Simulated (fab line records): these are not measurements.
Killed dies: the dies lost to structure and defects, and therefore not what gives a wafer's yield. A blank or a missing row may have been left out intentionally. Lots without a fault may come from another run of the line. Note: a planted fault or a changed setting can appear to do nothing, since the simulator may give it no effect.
Matching of chambers / flow nand_harc / rie_diel-11 running NHARC_P_CONTACT_STRIP_28: 4 sister chambers
The step strips in O2. 4 wafers are shown with their chamber, then 11 later ones without.

## WAFERS, EACH WITH ITS CHAMBER
wafer=L082.2; chamber=3; showerhead_plenum_p_Torr (Torr)=3.53
wafer=L082.6; chamber=2; showerhead_plenum_p_Torr (Torr)=3.42
wafer=L089.4; chamber=1; showerhead_plenum_p_Torr (Torr)=3.70
wafer=L093.2; chamber=0; showerhead_plenum_p_Torr (Torr)=3.59

## WAFERS WITH NO CHAMBER GIVEN
wafer=L093.3; showerhead_plenum_p_Torr (Torr)=3.42
wafer=L093.6; showerhead_plenum_p_Torr (Torr)=3.42
wafer=L094.3; showerhead_plenum_p_Torr (Torr)=3.53
wafer=L094.5; showerhead_plenum_p_Torr (Torr)=3.59
wafer=L094.6; showerhead_plenum_p_Torr (Torr)=3.69
wafer=L097.1; showerhead_plenum_p_Torr (Torr)=3.53
wafer=L097.4; showerhead_plenum_p_Torr (Torr)=3.69
wafer=L097.6; showerhead_plenum_p_Torr (Torr)=3.42
wafer=L096.1; showerhead_plenum_p_Torr (Torr)=3.59
wafer=L096.2; showerhead_plenum_p_Torr (Torr)=3.42
wafer=L096.4; showerhead_plenum_p_Torr (Torr)=3.53

## WHICH CHAMBER EACH ONE RAN IN
wafer=L093.3; from the rows above=2; in truth=2
wafer=L093.6; from the rows above=2; in truth=2
wafer=L094.3; from the rows above=3; in truth=3
wafer=L094.5; from the rows above=0; in truth=0
wafer=L094.6; from the rows above=1; in truth=1
wafer=L097.1; from the rows above=3; in truth=3
wafer=L097.4; from the rows above=1; in truth=1
wafer=L097.6; from the rows above=2; in truth=2
wafer=L096.1; from the rows above=0; in truth=0
wafer=L096.2; from the rows above=2; in truth=2
wafer=L096.4; from the rows above=3; in truth=3
Correctly placed: 11 of 11. Number that these rows cannot place: 0. 0 placed wrongly.
How it was worked out, from the rows above alone: a wafer's distance from a chamber is the root of the sum, over the readings, of the square of ((its reading less the chamber's mean) divided by the reading's scatter). If the next closest chamber is less than 2 further off than the closest, the wafer can't be placed; otherwise it belongs to the closest. For every chamber, the mean is computed from those of its wafers that are shown. The scatter: with one shown wafer a chamber, the root of the mean of the squares of how far each hidden wafer lies from its nearest shown one.
